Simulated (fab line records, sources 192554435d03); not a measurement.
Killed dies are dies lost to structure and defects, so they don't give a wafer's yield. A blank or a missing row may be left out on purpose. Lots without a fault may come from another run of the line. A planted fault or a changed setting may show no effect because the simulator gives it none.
Chamber matching | flow n5_finfet | N5_BEOL_M7_STRIP_67 on rie_diel-03: 4 sister chambers
The step strips in CF4. 4 wafers are shown with their chamber, then 12 later ones without.

WAFERS WITH THEIR CHAMBER
wafer  | chamber | throttle_valve_pct (%)
L085.2 | 0       | 13.54
L086.1 | 3       | 13.99
L086.5 | 1       | 13.73
L086.6 | 2       | 13.19

WAFERS WITHOUT THEIR CHAMBER
wafer  | throttle_valve_pct (%)
L087.1 | 13.74
L087.2 | 13.54
L087.3 | 13.19
L087.4 | 13.98
L087.5 | 13.19
L087.6 | 13.99
L088.1 | 13.99
L088.3 | 13.55
L088.5 | 13.22
L092.1 | 13.55
L092.2 | 13.20
L092.3 | 13.75

WHICH CHAMBER EACH WENT THROUGH
wafer  | from the rows above | in truth
L087.1 | 1                   | 1
L087.2 | 0                   | 0
L087.3 | 2                   | 2
L087.4 | 3                   | 3
L087.5 | 2                   | 2
L087.6 | 3                   | 3
L088.1 | 3                   | 3
L088.3 | 0                   | 0
L088.5 | 2                   | 2
L092.1 | 0                   | 0
L092.2 | 2                   | 2
L092.3 | 1                   | 1
Placed correctly: 12 of 12. Can't be placed from these rows: 0. Placed wrongly: 0.
How it was worked out, from the rows above alone: a wafer's distance from a chamber is the root of the sum, over the readings, of the square of ((its reading less the chamber's mean) divided by the reading's scatter). The wafer belongs to the nearest chamber; if the next one is less than 2 further off, it can't be placed. A chamber's mean is the mean of its shown wafers. The scatter: with one shown wafer a chamber, the root of the mean of the squares of how far each hidden wafer lies from its nearest shown one.
